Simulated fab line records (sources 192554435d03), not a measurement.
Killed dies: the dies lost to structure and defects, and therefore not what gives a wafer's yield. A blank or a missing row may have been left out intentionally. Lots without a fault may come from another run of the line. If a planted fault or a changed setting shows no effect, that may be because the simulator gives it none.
fab line records	flow n5_finfet
record: lots: 10	wafers: 26	last_day: 17
route steps=1938 shown DUMMY_GATE@247 SD_EPI_N@277 BEOL_M4@1111
lots untouched by any fault: they come from a run of this same line in which no faults occurred
start_h: the number of hours between the record's first day and the start of the first shown wafer of the lot	wait_h: how many hours have passed since the lot's step before this one	" same as the row above	L1.1+2: several wafers, shown together as one row	- no value present, or no start provided	* or withheld: withheld	< > ~ a bound
route shown NAME@n: a module of which the file shows steps, and the number in the route of the first	usual: average and standard deviation across the fault-free wafers	same: alike in all rows	chamber/n: place in a boat	sites: per-site readings	_std_site: standard deviation of those values	_edge_site: outer sites' mean less inner sites'	radius_mm: how far each site lies from the wafer's centre	mask NAME#n: copy n	behind: tool/chamber where the wafer was last shaped	hold: reason for holding the lot/hours on hold/outcome of the hold	device: whichever transistor did not switch (one of n, p or np)	end of line: tests of these same wafers at the route's end	for a step that has no rows: nothing shown but its recipe	killed: not the wafer's yield, but the dies lost to structure and defects at the first sort	map: dies across one wafer; x = killed, . = not, _ = none there
set.NAME: the setting as run; set.NAME@STEP: as run at that earlier step	model.NAME: the simulator's own value behind a step, which no gauge read
the route's steps for a sample of lots (tables are steps, rows are wafers)
services: a tool's chamber out of use, with start hour (start_h, from the record's first day; less than 0 if before it), hours out, and reason
== steps ==
step: N5_DUMMY_GATE_ETCH_23
recipe: chemistry: HBr/Cl2/O2	HBr_flow_sccm: 150	Cl2_flow_sccm: 80	O2_flow_sccm: 12	bias_w: 102	target_depth_a: 410	time_s: 22.3	target: poly-Si	mask_material: SiO2	pressure_mtorr: 10	icp_w: 800
usual: HBr_flow_sccm: 150.0/0.49	drypump_motor_current_A: 5.7/0.5	oes_product_au: 0.997/0.018	throttle_valve_pct: 37.04/0.28
lot.wafer	tool	chamber	start_h	wait_h	HBr_flow_sccm	drypump_motor_current_A	oes_product_au	rf_hours_counter_h	throttle_valve_pct
L199.1	rie_si-03	2	53.31	0.0	150.2	5.8	1.019	138	37.16
L199.4	"	0	"	"	149.9	6.4	0.971	44	37.32
L201.2	rie_si-01	2	66.56	0.0	149.4	5.6	1.006	167	36.77
L201.4	"	1	"	"	149.9	5.8	0.967	6	36.79
L201.6	"	3	"	"	149.9	5.6	0.999	-	36.58
L204.1	rie_si-03	2	82.44	0.0	150.1	5.8	1.004	139	37.18
L204.3	"	3	"	"	148.3	4.9	0.989	188	37.44
L204.6	"	2	"	"	150.9	5.8	1.013	-	37.16
L207.4	rie_si-06	1	101.49	0.0	149.5	6.5	0.979	183	36.83
L207.6	"	1	"	"	149.2	6.5	0.975	-	36.83
L211.2	rie_si-01	3	126.26	0.0	150.9	5.6	1.006	116	36.57
L211.5	"	3	"	"	150.2	5.5	0.996	-	36.58
L211.6	"	2	"	"	150.0	5.6	1.019	-	36.78
L213.2	rie_si-01	1	138.08	0.0	149.8	5.8	0.964	7	36.77
L213.3	"	2	"	"	150.4	5.6	1.022	169	36.78
L214.2	rie_si-03	3	142.04	0.0	150.2	4.9	1.006	189	37.43
L214.5	"	3	"	"	149.8	4.9	1.005	-	37.46
L218.2	rie_si-03	2	166.91	0.0	150.4	5.8	1.015	140	37.16
L218.4	"	0	"	"	149.6	6.3	0.965	46	37.29
L218.6	"	3	"	"	150.8	5.0	0.989	-	37.43
L219.3	rie_si-06	3	176.13	0.0	150.1	6.2	1.018	176	37.22
L219.4	"	2	"	"	150.1	5.1	1.037	166	36.95
L219.6	"	2	"	"	150.5	5.1	1.017	-	36.97
L221.4	rie_si-06	3	184.86	0.0	149.4	6.3	1.010	176	37.22
L221.5	"	2	"	"	150.4	5.1	1.013	-	36.96
L221.6	"	1	"	"	150.0	6.6	0.973	-	36.81
step: N5_DUMMY_GATE_STRIP_48
recipe: chemistry: N2/H2	time_s: 20	power_w: 100	temp_c: 40	pressure_mtorr: 100	rf_frequency_hz: 6e+07	bias_power_w: 3	n2_flow_sccm: 300	h2_flow_sccm: 300
usual: drypump_motor_current_A: 5.5/0.38	oes_product_au: 0.80/0.083	rf_vpp_V: 45.3/0.92	showerhead_plenum_p_Torr: 3.37/0.084	throttle_valve_pct: 12.22/0.25
lot.wafer	tool	chamber	start_h	wait_h	drypump_motor_current_A	oes_product_au	rf_hours_counter_h	rf_vpp_V	showerhead_plenum_p_Torr	throttle_valve_pct
L199.1	rie_diel-04	1	53.68	0.0	5.4	0.75	142	45.6	3.37	12.41
L199.4	"	3	"	"	4.8	0.70	-	45.8	3.32	12.16
L201.2	rie_diel-04	0	66.84	0.0	5.6	0.72	245	45.6	3.34	12.76
L201.4	"	3	"	"	4.8	0.69	-	44.9	3.31	12.18
L201.6	"	1	"	"	5.4	0.75	-	46.1	3.36	12.42
L204.1	rie_diel-06	2	82.71	0.0	5.6	0.80	95	45.9	3.28	12.33
L204.3	"	0	"	"	5.1	0.72	193	45.5	3.38	12.76
L204.6	"	1	"	"	6.3	0.68	-	45.6	3.18	12.51
L207.4	rie_diel-05	3	101.89	0.0	5.7	0.69	200	46.2	3.49	12.30
L207.6	"	2	"	"	5.8	0.88	-	46.2	3.43	11.96
L211.2	rie_diel-06	1	126.55	0.0	6.3	0.93	8	45.9	3.57	11.86
L211.5	"	0	"	"	5.0	0.70	-	43.9	3.37	12.81
L211.6	"	3	"	"	4.8	0.91	-	43.9	3.33	11.88
L213.2	rie_diel-05	0	138.35	0.0	5.1	0.79	112	45.0	3.28	12.39
L213.3	"	1	"	"	5.8	0.83	81	44.3	3.40	12.02
L214.2	rie_diel-06	1	142.30	0.0	6.3	0.92	13	46.9	3.57	11.89
L214.5	"	2	"	"	5.7	0.78	-	44.8	3.27	12.40
L218.2	rie_diel-05	1	167.19	0.0	5.8	0.82	91	46.2	3.40	12.05
L218.4	"	1	"	"	5.8	0.83	-	45.6	3.40	12.04
L218.6	"	1	"	"	5.8	0.82	-	46.1	3.40	12.05
L219.3	rie_diel-05	0	176.40	0.0	5.2	0.78	123	44.1	3.27	12.41
L219.4	"	3	"	"	5.7	0.66	217	44.9	3.48	12.34
L219.6	"	3	"	"	5.6	0.67	-	45.3	3.48	12.35
L221.4	rie_diel-04	1	185.21	0.0	5.4	0.71	188	45.7	3.34	12.53
L221.5	"	2	"	"	5.2	0.88	-	45.4	3.44	12.13
L221.6	"	3	"	"	4.8	1.00	-	47.6	3.30	11.59
step: N5_SD_EPI_N_ETCHBACK_44
recipe: chemistry: CH3F/O2	mode: anisotropic_etchback	target: SiNx	target_depth_a: 145	stop_on: SiO2	over_etch_frac: 0.3	ion_energy_ev: 120	pressure_mtorr: 30	source_w: 395	bias_w: 73	Ar_flow_sccm: 150	CH3F_flow_sccm: 30	O2_flow_sccm: 20
usual: drypump_motor_current_A: 5.7/0.42	oes_product_au: 0.66/0.069	over_etch_frac: 0.3/0	rf_vpp_V: 300/9.9	showerhead_plenum_p_Torr: 1.99/0.084	throttle_valve_pct: 16.37/0.22
lot.wafer	tool	chamber	start_h	wait_h	drypump_motor_current_A	oes_product_au	over_etch_frac	rf_hours_counter_h	rf_vpp_V	showerhead_plenum_p_Torr	throttle_valve_pct
L199.1	rie_diel-02	0	55.38	0.0	5.1	0.64	0.3	170	298	1.90	16.43
L199.4	"	3	"	"	6.4	0.75	0.3	-	304	2.07	16.25
L201.2	rie_diel-02	2	68.53	0.0	5.3	0.60	0.3	250	285	1.90	16.80
L201.4	"	2	"	"	5.3	0.61	0.3	-	285	1.90	16.82
L201.6	"	3	"	"	6.4	0.76	0.3	-	303	2.06	16.25
L204.1	rie_diel-03	3	84.71	0.0	6.0	0.76	0.3	33	304	2.05	16.13
L204.3	"	2	"	"	5.6	0.68	0.3	101	302	2.03	16.45
L204.6	"	3	"	"	6.0	0.76	0.3	-	303	2.05	16.13
L207.4	rie_diel-02	3	103.51	0.1	6.4	0.74	0.3	-	306	2.06	16.29
L207.6	"	1	"	"	5.9	0.60	0.3	-	306	1.88	16.45
L211.2	rie_diel-02	3	128.12	0.0	6.4	0.73	0.3	66	305	2.06	16.30
L211.5	"	0	"	"	5.0	0.61	0.32671	-	297	1.89	16.50
L211.6	"	3	"	"	6.4	0.73	0.3	-	302	2.06	16.28
L213.2	rie_diel-02	1	140.04	0.0	5.9	0.59	0.3	241	304	1.87	16.49
L213.3	"	2	"	"	5.3	0.78	0.32671	8	292	2.15	16.33
L214.2	rie_diel-02	2	144.54	0.0	5.2	0.78	0.3	10	291	2.15	16.33
L214.5	"	0	"	"	5.1	0.61	0.32671	-	297	1.89	16.50
L218.2	rie_diel-03	1	169.70	0.0	6.2	0.59	0.3	248	299	1.95	16.16
L218.4	"	0	"	"	5.4	0.59	0.3	235	307	1.87	16.46
L218.6	"	3	"	"	6.0	0.72	0.3	-	303	2.04	16.19
L219.3	rie_diel-01	1	179.14	0.0	6.1	0.64	0.3	187	300	1.99	16.38
L219.4	"	2	"	"	5.1	0.74	0.3	48	273	1.94	16.02
L219.6	"	0	"	"	5.8	0.62	0.3	-	311	2.07	16.44
L221.4	rie_diel-01	1	188.62	0.0	6.1	0.63	0.3	190	302	1.99	16.38
L221.5	"	3	"	"	5.8	0.59	0.3	-	309	2.07	16.80
L221.6	"	0	"	"	5.8	0.61	0.3	-	310	2.07	16.46
step: N5_SD_EPI_N_SD_RECESS_17
recipe: chemistry: HBr/Cl2/O2	target_depth_a: 410	mask_material: SOC	time_s: 23.7	bt_time_s: 3	pressure_mtorr: 10	icp_w: 800	bias_w: 112	HBr_flow_sccm: 150	Cl2_flow_sccm: 80	O2_flow_sccm: 12
usual: HBr_flow_sccm: 150.0/0.42	drypump_motor_current_A: 5.84/0.3	oes_product_au: 0.999/0.013	throttle_valve_pct: 37.2/0.34
lot.wafer	tool	chamber	start_h	wait_h	HBr_flow_sccm	drypump_motor_current_A	oes_product_au	rf_hours_counter_h	throttle_valve_pct
L199.1	rie_si-05	3	55.65	0.0	150.1	5.82	0.992	172	36.8
L199.4	"	1	"	"	150.4	6.04	1.018	165	37.7
L201.2	rie_si-04	0	68.80	0.0	150.6	5.89	0.996	26	37.6
L201.4	"	1	"	"	150.5	6.32	0.985	-	37.3
L201.6	"	2	"	"	149.7	5.63	1.000	-	37.1
L204.1	rie_si-04	2	84.98	0.0	149.6	5.65	1.000	110	37.0
L204.3	"	3	"	"	149.4	5.70	1.018	21	37.3
L204.6	"	0	"	"	149.7	5.88	1.003	-	37.5
L207.4	rie_si-04	0	103.77	0.1	150.6	5.87	1.002	-	37.6
L207.6	"	3	"	"	150.4	5.68	1.027	-	37.3
L211.2	rie_si-04	0	128.39	0.0	150.6	5.87	1.002	27	37.6
L211.5	"	3	"	"	150.1	5.72	1.010	-	37.3
L211.6	"	2	"	"	149.3	5.62	0.999	-	37.1
L213.2	rie_si-02	0	140.31	0.0	150.3	5.94	0.998	10	37.2
L213.3	"	2	"	"	150.6	6.26	0.992	43	36.9
L214.2	rie_si-02	3	144.82	0.0	149.8	5.49	0.966	163	37.6
L214.5	"	2	"	"	149.2	6.26	0.996	-	36.8
L218.2	rie_si-02	1	169.97	0.0	149.6	5.77	1.005	131	36.7
L218.4	"	0	"	"	150.4	5.96	0.999	11	37.2
L218.6	"	3	"	"	149.5	5.49	0.964	-	37.6
L219.3	rie_si-04	3	179.41	0.0	150.0	5.70	1.011	22	37.3
L219.4	"	2	"	"	149.6	5.63	0.999	112	37.0
L219.6	"	2	"	"	149.3	5.64	1.000	-	37.0
L221.4	rie_si-04	0	188.89	0.0	149.6	5.87	1.008	28	37.6
L221.5	"	1	"	"	149.8	6.33	0.998	-	37.3
L221.6	"	2	"	"	150.2	5.64	0.996	-	37.1
step: N5_BEOL_M4_RC_MEAS_101
usual: DIBL_N: 36.6/2.3	DIBL_P: 36.3/2.8	IOFF_N: 0.17/0.047	IOFF_P: 0.22/0.048	ION_N: 676/14	ION_P: 463/9.4	SS_N: 71.6/0.84	SS_P: 73.4/0.85	VT_N: 249/3.7	VT_P: -249/3.6
lot.wafer	tool	chamber	start_h	wait_h	DIBL_N[mV/V]	DIBL_P[mV/V]	IOFF_N[nA/um]	IOFF_P[nA/um]	ION_N[uA/um]	ION_P[uA/um]	SS_N[mV/dec]	SS_P[mV/dec]	VT_N[mV]	VT_P[mV]
L199.1	prober-01	0	179.42	0.0	36.9	36.2	0.16	0.22	660	461	71.9	73.2	249	-249
L199.4	"	0	"	"	35.2	33.8	0.14	0.19	671	462	71.6	72.3	254	-254
L201.2	prober-01	0	183.49	0.2	40.4	40.0	0.26	0.29	687	462	72.7	74.0	244	-246
L201.4	"	0	"	"	39.9	40.6	0.26	0.30	703	478	72.6	74.3	241	-244
L201.6	"	0	"	"	40.9	40.4	0.29	0.29	703	477	72.7	73.8	242	-245
L204.1	prober-02	0	204.35	0.0	34.6	32.4	0.12	0.14	672	458	71.3	72.5	255	-256
L204.3	"	0	"	"	39.8	40.0	0.20	0.24	696	465	72.4	74.5	250	-250
L204.6	"	0	"	"	39.2	39.3	0.18	0.23	694	469	72.4	74.1	248	-251
L207.4	prober-01	0	220.99	0.5	38.0	39.6	0.23	0.33	697	481	71.9	74.5	246	-240
L207.6	"	0	"	"	36.7	37.7	0.19	0.27	677	471	72.0	74.3	249	-242
L211.2	prober-01	0	243.68	0.2	35.0	34.5	0.13	0.19	654	454	70.9	73.1	254	-252
L211.5	"	0	"	"	38.2	37.2	0.17	0.21	655	447	72.1	73.7	251	-252
L211.6	"	0	"	"	40.1	40.0	0.22	0.27	697	473	72.7	74.5	247	-248
L214.2	prober-01	0	256.45	0.2	34.3	34.3	0.13	0.18	665	457	70.6	73.0	250	-250
L214.5	"	0	"	"	34.6	34.2	0.14	0.18	661	447	70.9	72.3	251	-250
L213.2	prober-02	0	261.61	0.2	37.3	37.2	0.17	0.24	676	465	72.1	73.3	251	-246
L213.3	"	0	"	"	37.3	36.0	0.18	0.24	680	466	72.1	72.7	249	-247
L219.3	prober-02	0	291.28	0.3	36.4	35.4	0.16	0.19	668	458	71.6	72.9	250	-252
L219.4	"	0	"	"	34.7	33.0	0.13	0.17	688	471	71.2	72.6	250	-251
L219.6	"	0	"	"	36.7	35.2	0.16	0.20	681	469	71.7	73.6	252	-248
L218.2	prober-02	0	295.01	0.2	35.8	32.8	0.16	0.16	665	450	71.0	72.8	249	-256
L218.4	"	0	"	"	35.3	35.1	0.15	0.19	659	446	71.2	72.9	247	-252
L218.6	"	0	"	"	33.0	32.1	0.12	0.16	671	462	71.2	71.8	252	-254
L221.4	prober-02	0	310.46	0.5	39.1	40.3	0.23	0.30	704	479	72.8	74.6	243	-245
L221.5	"	0	"	"	33.5	33.6	0.14	0.18	688	474	71.2	73.0	248	-249
L221.6	"	0	"	"	38.9	37.9	0.22	0.25	683	468	72.8	73.7	246	-244
== services ==
tool	chamber	start_h	hours	kind
rie_si-02	-	43.18	14.6	pm
rie_diel-02	1	43.78	50.7	repair
rie_si-04	3	66.44	4.4	repair
rie_diel-04	1	71.14	16.1	repair
rie_si-06	3	71.62	4.1	repair
rie_si-02	-	86.42	4.3	pm
rie_si-04	3	91.53	1.4	repair
rie_diel-06	0	92.46	3.0	repair
rie_si-02	-	95.40	2.8	pm
rie_si-04	1	102.44	3.4	repair
rie_si-03	3	114.12	4.9	repair
rie_si-03	0	118.11	3.2	repair
rie_diel-06	3	129.28	3.8	repair
rie_si-03	2	132.23	11.3	repair
rie_diel-02	3	139.10	12.7	repair
rie_diel-04	2	140.35	6.3	repair
rie_diel-04	3	142.94	15.3	repair
rie_diel-06	3	153.13	9.8	repair
rie_diel-06	2	156.30	7.3	repair
rie_diel-05	3	159.35	16.8	repair
rie_si-04	-	160.78	0.5	repair
rie_diel-05	0	165.72	3.0	repair
rie_si-01	2	170.66	2.3	repair
rie_si-06	2	178.64	3.3	repair
== key ==
first_sign: step: N5_SD_EPI_N_ETCHBACK_44	reading: over_etch_frac	direction: up	sigmas: 99+	usual: 0.3	struck: 0.32671
effect none on later readings
met_at N5_SD_EPI_N_ETCHBACK_44
struck_lots L211,L213,L214
struck_wafers L211.5,L213.3,L214.5
not_acting_at N5_DUMMY_GATE_ETCH_23,N5_DUMMY_GATE_STRIP_48,N5_SD_EPI_N_SD_RECESS_17
onset_between 103.51 128.12
fault: kind: process_parameter_drift	tool: rie_diel-02	chamber: -	onset_h: 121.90	steps: N5_SD_EPI_N_ETCHBACK_44	channel: over_etch_frac	offset: 0.026713	shape: step	end_h: 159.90	scope: struck_wafers_only	acts_in: these_recipes_only	stated: 0.3
